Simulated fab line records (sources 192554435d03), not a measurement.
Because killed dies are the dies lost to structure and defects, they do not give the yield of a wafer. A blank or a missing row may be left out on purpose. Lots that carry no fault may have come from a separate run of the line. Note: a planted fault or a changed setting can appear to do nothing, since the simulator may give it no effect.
Chamber matching	flow n5_finfet	N5_BEOL_M4_ETCH_64 on rie_diel-02 has 4 sister chambers
The step etches SOC in N2/H2, target depth 75 nm, overetch 22.5 nm, time 121.9 s. 14 wafers are shown with their chamber, then 7 later ones without.

## WAFERS PAIRED WITH THEIR CHAMBERS
wafer	chamber	showerhead_plenum_p_Torr (Torr)	throttle_valve_pct (%)	oes_product_au (a.u.)
L076.1	2	2.43	17.69	0.58
L076.2	0	2.56	17.57	0.61
L076.4	2	2.43	17.69	0.58
L075.3	2	2.43	17.69	0.58
L075.4	1	2.62	17.80	0.73
L075.5	3	2.49	17.81	0.68
L078.3	2	2.43	17.70	0.58
L078.5	0	2.56	17.57	0.60
L078.6	3	2.49	17.82	0.68
L081.2	0	2.56	17.58	0.60
L081.4	2	2.42	17.71	0.57
L081.5	0	2.56	17.58	0.60
L086.1	0	2.55	17.61	0.58
L086.2	1	2.61	17.85	0.67

SIGNATURES, as means of the wafers listed above
reading	chamber 0	chamber 1	chamber 2	chamber 3	scatter within a chamber
showerhead_plenum_p_Torr	2.5580	2.6150	2.4280	2.4900	0.00458
throttle_valve_pct	17.5820	17.8250	17.6960	17.8150	0.0164
oes_product_au	0.5980	0.7000	0.5780	0.6800	0.0154
Rule: a wafer's distance from a chamber is the root of the sum, over the readings, of the square of ((its reading less the chamber's mean) divided by the reading's scatter). If the next closest chamber is less than 2 further off than the closest, the wafer can't be placed; otherwise it belongs to the closest. The scatter: the root of (the sum of the squares of (reading less its chamber's mean) over the shown wafers, divided by (wafers less chambers)).

## WAFERS MISSING THEIR CHAMBER
wafer	showerhead_plenum_p_Torr (Torr)	throttle_valve_pct (%)	oes_product_au (a.u.)
L086.3	2.48	17.86	0.65
L090.3	2.55	17.63	0.58
L090.4	2.48	17.88	0.64
L090.6	2.60	17.87	0.65
L092.2	2.55	17.62	0.59
L092.3	2.47	17.86	0.64
L092.4	2.41	17.76	0.56

## WHICH CHAMBER EACH ONE RAN IN
wafer	from the rows above	in truth
L086.3	3	3
L090.3	0	0
L090.4	3	3
L090.6	1	1
L092.2	0	0
L092.3	3	3
L092.4	2	2
Correct placement for 7 of the 7. Not placeable from these rows: 0. 0 placed wrongly.
